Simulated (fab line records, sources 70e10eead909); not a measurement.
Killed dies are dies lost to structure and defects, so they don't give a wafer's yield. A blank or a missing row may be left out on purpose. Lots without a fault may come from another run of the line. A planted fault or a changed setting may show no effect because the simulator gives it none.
A struck lot beside a sound one | flow nand_harc | 14 steps out of a route of 1159
Sound: wafers L542.3, L542.4, L542.5. Struck: wafers L532.1, L532.4, L532.6. The cause comes at the end.
At each step with rows: each side's tool, then ch and its chambers, then its first start. Under that, the readings that differ: sound wafers | struck wafers | difference of the means | sigmas: that difference in standard deviations of wafers without a fault.
alike: readings whose means differ by less than 2 such deviations, and words and numbers that are the same on both sides. not compared: withheld readings, readings that some wafer has no value for, bounds like >300 that may hide the same value, and numbers for which the record gives no deviation and whose values overlap.
The two part at a step that has a row with sigmas, a row that says differs or no value, or rows on one side only. Numbers that don't overlap but have no deviation are shown without sigmas and don't part them. A reading that every wafer of one side lacks parts them only if that side has two wafers or more.

NHARC_P_GATE_ALD_36: deposits SiNx, target thk 20 nm, pulse time 60 s, ald cycles 223.
  sound on ald_sin-04 ch 0,1, day 9 12:35; struck on ald_sin-02 ch 2,3, day 8 01:45
  alike: heater_power_w, precursor_pulse_height_rel
  not compared: since_wet_clean_h
NHARC_P_GATE_ETCHBACK_37: etches the open film in CHF3/O2, target depth 34.5 nm, time 17.2 s.
  sound on rie_diel-04 ch 0,3; struck on rie_diel-05 ch 0,3
  alike: drypump_motor_current_A, oes_product_au, rf_vpp_V, showerhead_plenum_p_Torr, throttle_valve_pct
  not compared: rf_hours_counter_h
NHARC_P_GATE_STRIP_101: strips in O2, time 20 s.
  sound on rie_diel-04 ch 0,1, day 9 21:11; struck on rie_diel-05 ch 0,2,3, day 8 11:23
  alike: drypump_motor_current_A, oes_product_au, rf_vpp_V, showerhead_plenum_p_Torr, throttle_valve_pct
  not compared: rf_hours_counter_h
then, 9 steps without rows for these wafers: NHARC_P_GATE_PRECLEAN_97 (cleans in SPM, time 600 s); NHARC_P_GATE_SRD_98; NHARC_P_GATE_PRECLEAN_99 (cleans in SC1); NHARC_P_GATE_SRD_100; NHARC_P_GATE_DEHYDRATE_38 (time 120 s); NHARC_P_GATE_HMDS_39 (time 30 s); NHARC_P_GATE_COAT_40; NHARC_P_GATE_SOFTBAKE_41 (time 95 s); NHARC_P_GATE_EBR_42.
NHARC_P_GATE_EXPOSE_43: exposes mask P NSD, target cd 720 nm.
  sound on krf_scanner-04 ch 0, day 9 21:58; struck on krf_scanner-01, day 8 12:09
  no value came back on the struck wafers for exposure_dose_mJ_cm2, focus_offset_nm (nm); on the sound wafers exposure_dose_mJ_cm2 reads 14.823 14.807 14.825
  alike: mask
then, 1 step without rows for these wafers: NHARC_P_GATE_PEB_44 (peb time 85 s).

WHERE THEY PART
Only at NHARC_P_GATE_EXPOSE_43, within this record.

WHY: what the simulator had put in
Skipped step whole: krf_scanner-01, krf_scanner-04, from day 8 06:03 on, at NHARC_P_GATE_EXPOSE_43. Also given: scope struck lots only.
